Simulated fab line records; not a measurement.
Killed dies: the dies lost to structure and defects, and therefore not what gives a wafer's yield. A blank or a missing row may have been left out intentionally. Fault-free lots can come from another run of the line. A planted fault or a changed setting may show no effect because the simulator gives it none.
Split-lot experiment -- flow n5_finfet -- 7 lots, 39 wafers read, on a route of 1938 steps

ABOUT THE SPLIT
At N5_PASSIVATION_AL_DEP_21 (deposits Al, target thk 2800 nm, time 170 s), the setting target_thk_a was moved away from the recipe's 28000 angstrom on 18 of the 39 wafers read, by -53.9% to +56.4%. This setting was run at the recipe's value on the other wafers.

The reading comes from the split's own step.

THE READING
Al_of_PASSIVATION_AL_DEP_21.thk_nm (the simulator's own value, which no gauge read), in nm, at N5_PASSIVATION_AL_DEP_21 (deposits Al, target thk 2800 nm, time 170 s). The file gives no usual value for it. Average 2828 nm, standard deviation 33 nm, over the 21 wafers here run with the recipe.

wafer,"tool, chamber at the split","target_thk_a as run, angstrom",against the recipe,"Al_of_PASSIVATION_AL_DEP_21.thk_nm, nm",against lot-mates on the recipe
L075.1,"pvd_sputter-02, -",16980,-39.4%,1701,-1099
L075.2,"pvd_sputter-02, -",16980,-39.4%,1672,-1128
L075.3,"pvd_sputter-02, -",28000,recipe,2803,-
L075.4,"pvd_sputter-02, -",28000,recipe,2824,-
L075.5,"pvd_sputter-02, -",28000,recipe,2773,-
L075.6,"pvd_sputter-02, -",16980,-39.4%,1727,-1073
L077.1,"pvd_sputter-01, -",28000,recipe,2859,-
L077.2,"pvd_sputter-01, -",28000,recipe,2795,-
L077.3,"pvd_sputter-01, -",28000,recipe,2828,-
L077.4,"pvd_sputter-01, -",33890,+21.0%,3457,+630
L077.5,"pvd_sputter-01, -",33890,+21.0%,3464,+637
L077.6,"pvd_sputter-01, -",33890,+21.0%,3408,+581
L079.1,"pvd_sputter-01, -",12910,-53.9%,1308,-1544
L079.2,"pvd_sputter-01, -",12910,-53.9%,1356,-1496
L079.3,"pvd_sputter-01, -",12910,-53.9%,1276,-1576
L079.4,"pvd_sputter-01, -",28000,recipe,2889,-
L079.5,"pvd_sputter-01, -",28000,recipe,2796,-
L079.6,"pvd_sputter-01, -",28000,recipe,2871,-
L082.1,"pvd_sputter-03, -",23590,-15.7%,2358,-477
L082.2,"pvd_sputter-03, -",28000,recipe,2827,-
L082.3,"pvd_sputter-03, -",28000,recipe,2844,-
L082.4,"pvd_sputter-03, -",23590,-15.7%,2393,-442
L082.5,"pvd_sputter-03, -",23590,-15.7%,2388,-447
L082.6,"pvd_sputter-03, -",28000,recipe,2833,-
L084.1,"pvd_sputter-02, -",28000,recipe,2891,-
L084.2,"pvd_sputter-02, -",28000,recipe,2846,-
L084.5,"pvd_sputter-02, -",28000,recipe,2865,-
L091.1,"pvd_sputter-03, -",43800,+56.4%,4391,+1601
L091.2,"pvd_sputter-03, -",28000,recipe,2781,-
L091.3,"pvd_sputter-03, -",43800,+56.4%,4420,+1630
L091.4,"pvd_sputter-03, -",28000,recipe,2802,-
L091.5,"pvd_sputter-03, -",28000,recipe,2788,-
L091.6,"pvd_sputter-03, -",43800,+56.4%,4384,+1594
L094.1,"pvd_sputter-03, -",28000,recipe,2837,-
L094.2,"pvd_sputter-03, -",28000,recipe,2820,-
L094.5,"pvd_sputter-03, -",28000,recipe,2820,-
L094.3,"pvd_sputter-03, -",33740,+20.5%,3397,+571
L094.4,"pvd_sputter-03, -",33740,+20.5%,3423,+597
L094.6,"pvd_sputter-03, -",33740,+20.5%,3384,+558

FIT RESULTS
A straight line over all 39 wafers: Al_of_PASSIVATION_AL_DEP_21.thk_nm changes by +28.2 nm for each +1% of target_thk_a; r = +1.00; the points scatter about the line by 31 nm.
The same after taking each lot's own level away (the mean of its wafers on the recipe; 39 wafers): +28.4 nm for each +1%; r = +1.00; scatter 24 nm.
On that fit, the largest move of target_thk_a shifts the reading by 1.6e+03 nm.
Measured against the standard deviation above, the lots' own levels, which go from 2790.3 to 2867.3 nm, span 2.3 times it.
So the lot-to-lot level changes the slope little: the two slopes agree.
Check: with one of the wafers moved furthest among these (+56.4%) left out of the fit, the line predicts +1.61e+03 nm for it against its lot-mates. It came out at +1.6e+03 nm against them.

THE FILE'S OWN FIT
Al_of_PASSIVATION_AL_DEP_21.thk_nm changes by +28.4 nm for each +1% of target_thk_a, r = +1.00.
